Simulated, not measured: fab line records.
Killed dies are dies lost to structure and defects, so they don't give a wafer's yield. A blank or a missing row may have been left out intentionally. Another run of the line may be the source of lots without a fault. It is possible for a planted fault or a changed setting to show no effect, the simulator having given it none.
Struck lot and sound lot, side by side || flow n5_finfet || 14 steps out of a route of 1938
Sound: the wafers L441.3, L441.5, L441.6. Struck: wafers L454.1, L454.2, L454.3. Last of all comes the cause.
Per side, at each step with rows, come the tool, then ch with its chambers, and then its first start. Under that, the readings that differ: sound wafers || struck wafers || difference of the means || sigmas: that difference in standard deviations of wafers without a fault.
alike: readings whose means differ by less than 2 such deviations, and words and numbers that are the same on both sides. not compared: withheld readings, readings that some wafer has no value for, bounds like >300 that may hide the same value, and numbers for which the record gives no deviation and whose values overlap.
Wherever a step has rows on one side only, a row that says differs or no value, or a row with sigmas, the two part there. When numbers do not overlap yet have no deviation, they are printed without sigmas and do not part them. A reading missing from all wafers of one side parts the sides only when that side holds two or more wafers.

first, 7 steps without rows for these wafers: N5_PASSIVATION_COAT_04; N5_PASSIVATION_EBR_06; N5_PASSIVATION_SOFTBAKE_05 (time 90 s); N5_PASSIVATION_EXPOSE_07 (exposes mask TV, defocus 0 nm, target cd 3000 nm); N5_PASSIVATION_PEB_08; N5_PASSIVATION_DEVELOP_09 (develop time 60 s); N5_PASSIVATION_HARDBAKE_11 (time 120 s).
N5_PASSIVATION_CD_MEAS_10 targets a cd of 3000 nm.
  sound on cd_sem-03 ch 0, day 13 09:22; struck on cd_sem-02 ch 0, day 16 01:38
  alike: cd_nm
N5_PASSIVATION_OVL_MEAS_60:
  sound on overlay-02 ch 0, day 13 09:23; struck on overlay-01 ch 0, day 16 01:40
  alike: TV_OVL
N5_PASSIVATION_INSPECT_61: inspects for defects (macro).
  sound on defect_inspect-02, day 13 09:25; struck on defect_inspect-02, day 16 01:41
  alike: raw_defect_count
N5_PASSIVATION_DESCUM_12: chemistry O2, time 7.9 s.
  sound on rie_diel-04 ch 0,1,3, day 13 10:17; struck on rie_diel-03 ch 1,2,3, day 16 01:53
{"reading": "rf_vpp_V (V)", "sound": "242.4 241.5 239.5", "struck": "243.8 243.3 245.5", "difference": "+3.1", "sigmas": "+2"}
  alike: drypump_motor_current_A, oes_product_au, showerhead_plenum_p_Torr, throttle_valve_pct
  not compared: rf_hours_counter_h
N5_PASSIVATION_PASS_ETCH_74: etches SiNx in CF4/O2, target depth 220 nm, time 110 s.
  sound on rie_diel-04 ch 0,1,3, day 13 10:21; struck on rie_diel-03 ch 1,2,3, day 16 01:57
  alike: bias_w, drypump_motor_current_A, oes_f_703_au, oes_product_au, rf_fwd_power_W, rf_vpp_V, showerhead_plenum_p_Torr, throttle_valve_pct
  not compared: rf_hours_counter_h
N5_PASSIVATION_VIA_ETCH_13: etches SiO2 in CHF3/O2, target depth 660 nm, time 330 s.
  sound on rie_diel-04 ch 0,1,3, day 13 10:26; struck on rie_diel-03 ch 1,2,3, day 16 02:02
{"reading": "etch_rf_on_time_s (s)", "sound": "230 233 244", "struck": "256 261 258", "difference": "+23", "sigmas": "+4"}
{"reading": "oes_f_703_au (a.u.)", "sound": "0.89 0.80 0.75", "struck": "0.65 0.58 0.59", "difference": -0.21, "sigmas": -3}
{"reading": "rf_fwd_power_W (W)", "sound": "648.6 648.9 647.6", "struck": "490.7 488.9 492.1", "difference": -157.8, "sigmas": -83}
{"reading": "rf_vpp_V (V)", "sound": "524 514 530", "struck": "579 591 585", "difference": "+62", "sigmas": "+6"}
  alike: bias_w, drypump_motor_current_A, oes_product_au, showerhead_plenum_p_Torr, throttle_valve_pct
  not compared: rf_hours_counter_h
N5_PASSIVATION_STRIP_14: strips in O2.
  sound on rie_diel-04 ch 0,1,3, day 13 10:38; struck on rie_diel-03 ch 1,2,3, day 16 02:14
  alike: drypump_motor_current_A, oes_product_au, rf_vpp_V, showerhead_plenum_p_Torr, throttle_valve_pct
  not compared: rf_hours_counter_h

## WHERE THEY PART
Earliest at N5_PASSIVATION_DESCUM_12; latest, in this record, at N5_PASSIVATION_VIA_ETCH_13. Later steps at which nothing parts them and some readings are alike: N5_PASSIVATION_STRIP_14.

WHY: whatever the simulator had introduced
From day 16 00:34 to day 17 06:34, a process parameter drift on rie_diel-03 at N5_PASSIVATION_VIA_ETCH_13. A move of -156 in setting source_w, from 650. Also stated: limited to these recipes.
